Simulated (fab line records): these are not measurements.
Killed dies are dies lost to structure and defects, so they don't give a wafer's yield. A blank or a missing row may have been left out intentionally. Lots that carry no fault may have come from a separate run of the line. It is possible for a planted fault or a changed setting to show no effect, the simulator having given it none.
Comparing a struck lot with a sound one :: flow n5_finfet :: 20 out of 1938 route steps
Sound: wafers L857.1, L857.2, L857.3. Wafers struck: L843.2, L843.3, L843.4. The cause is named last.
Per side, at each step with rows, come the tool, then ch with its chambers, and then its first start. Under that, the readings that differ: sound wafers :: struck wafers :: difference of the means :: sigmas: that difference in standard deviations of wafers without a fault.
alike: readings whose means differ by less than 2 such deviations, and words and numbers that are the same on both sides. not compared: withheld readings, readings that some wafer has no value for, bounds like >300 that may hide the same value, and numbers for which the record gives no deviation and whose values overlap.
The two part at a step that has a row with sigmas, a row that says differs or no value, or rows on one side only. Numbers that have no deviation but don't overlap get no sigmas and don't part them. A reading that every wafer of one side lacks parts them only if that side has two wafers or more.

first, 8 steps without rows for these wafers: N5_BEOL_M8_CMP_52 (polishes, stops on SiCOH lowk, t overpolish 6.9 s, target thk 80 nm); N5_BEOL_M8_PRE_CLEAN_55 (time 15 s); N5_BEOL_M8_DEP_56 (deposits SiCN from 3MS/NH3, target thk 10 nm, time 17.5 s); N5_BEOL_M9_ILD_DEP_00 (deposits SiCOH lowk from DEMS/porogen, target thk 308.51 nm, time 58 s); N5_BEOL_M9_CURE_71 (cures SiCOH lowk, time 240 s); N5_BEOL_M9_PECVD_70 (deposits SiO2 from TEOS/O2, target thk 20 nm, time 22.7 s); N5_BEOL_M9_HM_DEP_02 (deposits TiN, target thk 20 nm); N5_BEOL_M9_COAT_59 (time 60 s, resist thk 100 nm).
N5_BEOL_M9_COAT_60: time 60 s, resist thk 30 nm.
  sound on litho_track-01 ch 0, day 14 17:17; struck on litho_track-03 ch 0, day 10 16:13
reading: spin_speed_rpm (rpm)
sound: 1500.0 1500.4 1498.8
struck: 1744.4 1742.2 1746.9
difference: +244.8
sigmas: +99 or more

reading: model.SiARC_of_BEOL_M9_COAT_60.thk_nm (nm)
sound: 30 29.8 29.8
struck: 27.8 27.8 27.8
difference: -2.1
sigmas: 
  alike: exhaust_pa
then, 7 steps without rows for these wafers: N5_BEOL_M9_COAT_05 (resist thk 90 nm); N5_BEOL_M9_EBR_07; N5_BEOL_M9_SOFTBAKE_06 (time 60 s); N5_BEOL_M9_EXPOSE_08 (exposes mask M9); N5_BEOL_M9_PEB_09 (peb time 60 s); N5_BEOL_M9_DEVELOP_10 (develop time 30 s); N5_BEOL_M9_DESCUM_16 (chemistry O2, time 7.9 s).
N5_BEOL_M9_ETCH_61: etches SiARC in CF4, target depth 39 nm, time 65 s.
  sound on rie_diel-04 ch 0,1,2, day 14 17:46; struck on rie_diel-03 ch 0,3, day 10 17:11
reading: etch_rf_on_time_s (s)
sound: 62.4 64.9 65.4
struck: 59.4 59.8 60.5
difference: -4.3
sigmas: -3

reading: model.etch.depth_nm (nm)
sound: 29.98 29.89 29.86
struck: 27.71 27.73 27.78
difference: -2.17
sigmas: 

reading: model.CAR-ArF_of_BEOL_M9_COAT_05.thk_nm (nm)
sound: 55.2 55.4 55.6
struck: 57.6 57.8 57.6
difference: +2.3
sigmas: 
  alike: cf4_flow_sccm, drypump_motor_current_A, oes_product_au, rf_vpp_V, showerhead_plenum_p_Torr, throttle_valve_pct
  not compared: rf_hours_counter_h
N5_BEOL_M9_ETCH_62: etches SOC in N2/H2, target depth 110 nm, overetch 22 nm, time 165 s.
  sound on rie_diel-04 ch 0,1,2, day 14 17:49; struck on rie_diel-03 ch 0,3, day 10 17:14
reading: model.SiARC_of_BEOL_M9_COAT_60.thk_nm (nm)
sound: 23.2 23.4 23.4
struck: 21.4 21.4 21.6
difference: -1.9
sigmas: 
  alike: drypump_motor_current_A, oes_product_au, rf_vpp_V, showerhead_plenum_p_Torr, throttle_valve_pct
  not compared: rf_hours_counter_h
then, 1 step without rows for these wafers: N5_BEOL_M9_STRIP_68 (strips in N2/H2).
-- record jumps: 2 days separate the struck wafers' starts on either side; left off in module BEOL_M9, taken up again in module PASSIVATION, whose first shown step is the route's number 1936 --
N5_PASSIVATION_PROBE_49:
  sound on prober-01 at day 17 11:44; struck on prober-02 at day 13 03:35
  alike: defect_limited_yield, killed_at_M0_to_M3, killed_at_M4_up, killed_at_contacts, killed_at_front_end, killed_at_other, killed_dies, killed_on_rim, killed_open, killed_short, sort_bin_5_function, sort_bin_6_memory, sort_n_pass, sort_yield_pct

WHERE THEY PART
Earliest at N5_BEOL_M9_COAT_60; latest, in this record, at N5_BEOL_M9_ETCH_61. Later steps at which nothing parts them and some readings are alike: N5_BEOL_M9_ETCH_62, N5_PASSIVATION_PROBE_49.

WHY: the cause the simulator had injected
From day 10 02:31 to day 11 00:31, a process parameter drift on litho_track-03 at N5_BEOL_M9_COAT_60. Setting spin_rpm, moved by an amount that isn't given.
